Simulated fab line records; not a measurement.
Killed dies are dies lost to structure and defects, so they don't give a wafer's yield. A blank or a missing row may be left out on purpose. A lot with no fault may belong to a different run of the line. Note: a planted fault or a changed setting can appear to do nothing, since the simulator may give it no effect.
Matching of chambers / flow n5-finfet / 4 sister chambers for N5_HKMG_FIN_ALD_75 on ald-hk-01
The step deposits Al2O3, target thk 1 nm, co reactant pulse time 1 s. 14 wafers are shown with their chamber, then 7 later ones without.

## WAFERS, EACH WITH ITS CHAMBER
wafer=L076.3; chamber=2; heater-power-w (W)=181; precursor-pulse-height-rel=1.006
wafer=L076.4; chamber=3; heater-power-w (W)=166; precursor-pulse-height-rel=0.999
wafer=L076.6; chamber=3; heater-power-w (W)=158; precursor-pulse-height-rel=0.983
wafer=L083.1; chamber=3; heater-power-w (W)=157; precursor-pulse-height-rel=0.999
wafer=L083.4; chamber=0; heater-power-w (W)=170; precursor-pulse-height-rel=1.014
wafer=L083.6; chamber=2; heater-power-w (W)=177; precursor-pulse-height-rel=0.989
wafer=L087.2; chamber=0; heater-power-w (W)=170; precursor-pulse-height-rel=0.980
wafer=L087.4; chamber=1; heater-power-w (W)=144; precursor-pulse-height-rel=0.969
wafer=L087.6; chamber=3; heater-power-w (W)=162; precursor-pulse-height-rel=1.001
wafer=L093.1; chamber=1; heater-power-w (W)=142; precursor-pulse-height-rel=0.971
wafer=L093.2; chamber=2; heater-power-w (W)=175; precursor-pulse-height-rel=1.018
wafer=L093.6; chamber=3; heater-power-w (W)=161; precursor-pulse-height-rel=0.936
wafer=L094.2; chamber=2; heater-power-w (W)=181; precursor-pulse-height-rel=1.031
wafer=L094.5; chamber=1; heater-power-w (W)=139; precursor-pulse-height-rel=1.000

SIGNATURES (averages over the wafers above)
reading=heater-power-w; chamber 0=170.00; chamber 1=141.67; chamber 2=178.50; chamber 3=160.80; scatter within a chamber=3.01
reading=precursor-pulse-height-rel; chamber 0=0.99700; chamber 1=0.98000; chamber 2=1.01100; chamber 3=0.98360; scatter within a chamber=0.0228
Rule: for a wafer and a chamber, the distance is found by dividing, reading by reading, the gap between the wafer's reading and the chamber's mean by the reading's scatter, squaring, summing and taking the root. If the next closest chamber is less than 2 further off than the closest, the wafer can't be placed; otherwise it belongs to the closest. How the scatter is found: for the shown wafers, subtract from each reading the mean of its chamber, square and add these, divide the total by (wafers less chambers), then take the root.

## WAFERS WITH NO CHAMBER GIVEN
wafer=L094.6; heater-power-w (W)=168; precursor-pulse-height-rel=1.013
wafer=L095.1; heater-power-w (W)=140; precursor-pulse-height-rel=1.013
wafer=L095.2; heater-power-w (W)=173; precursor-pulse-height-rel=0.991
wafer=L095.3; heater-power-w (W)=179; precursor-pulse-height-rel=0.987
wafer=L096.1; heater-power-w (W)=162; precursor-pulse-height-rel=0.985
wafer=L096.2; heater-power-w (W)=173; precursor-pulse-height-rel=0.992
wafer=L096.6; heater-power-w (W)=171; precursor-pulse-height-rel=1.021

## THE CHAMBER EACH PASSED THROUGH
wafer=L094.6; from the rows above=can't be placed: 0 or 3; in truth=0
wafer=L095.1; from the rows above=1; in truth=1
wafer=L095.2; from the rows above=can't be placed: 0 or 2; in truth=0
wafer=L095.3; from the rows above=can't be placed: 2 or 0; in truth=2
wafer=L096.1; from the rows above=3; in truth=3
wafer=L096.2; from the rows above=can't be placed: 0 or 2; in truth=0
wafer=L096.6; from the rows above=can't be placed: 0 or 2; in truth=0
2 of 7 placed correctly. Cannot be placed on the basis of these rows: 5; the candidates contain the true chamber in 5. 0 placed wrongly.
